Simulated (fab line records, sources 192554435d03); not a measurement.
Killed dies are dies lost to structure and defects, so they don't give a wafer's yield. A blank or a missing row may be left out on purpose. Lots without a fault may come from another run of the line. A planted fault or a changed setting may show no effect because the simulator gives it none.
Chamber matching | flow n5_finfet | N5_MOL_CONTACT_COAG_ALD_20 on ald_metal-04: 4 sister chambers
The step deposits TiN, target thk 1.5 nm, pulse time 1 s, purge time 3 s. 4 wafers are shown with their chamber, then 8 later ones without.

WAFERS WITH THEIR CHAMBER
wafer  | chamber | heater_power_w (W)
L086.4 | 2       | 845
L086.5 | 1       | 1036
L086.6 | 0       | 1030
L087.3 | 3       | 866

WAFERS WITHOUT THEIR CHAMBER
wafer  | heater_power_w (W)
L087.4 | 1019
L087.6 | 1024
L088.1 | 867
L088.2 | 1030
L088.4 | 1036
L094.2 | 1038
L094.5 | 913
L094.6 | 843

WHICH CHAMBER EACH WENT THROUGH
wafer  | from the rows above     | in truth
L087.4 | can't be placed: 0 or 1 | 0
L087.6 | can't be placed: 0 or 1 | 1
L088.1 | can't be placed: 3 or 2 | 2
L088.2 | can't be placed: 0 or 1 | 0
L088.4 | can't be placed: 1 or 0 | 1
L094.2 | can't be placed: 1 or 0 | 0
L094.5 | can't be placed: 3 or 2 | 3
L094.6 | can't be placed: 2 or 3 | 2
Placed correctly: 0 of 8. Can't be placed from these rows: 8 (the true chamber is among the candidates in 8). Placed wrongly: 0.
How it was worked out, from the rows above alone: a wafer's distance from a chamber is the root of the sum, over the readings, of the square of ((its reading less the chamber's mean) divided by the reading's scatter). The wafer belongs to the nearest chamber; if the next one is less than 2 further off, it can't be placed. A chamber's mean is the mean of its shown wafers. The scatter: with one shown wafer a chamber, the root of the mean of the squares of how far each hidden wafer lies from its nearest shown one.
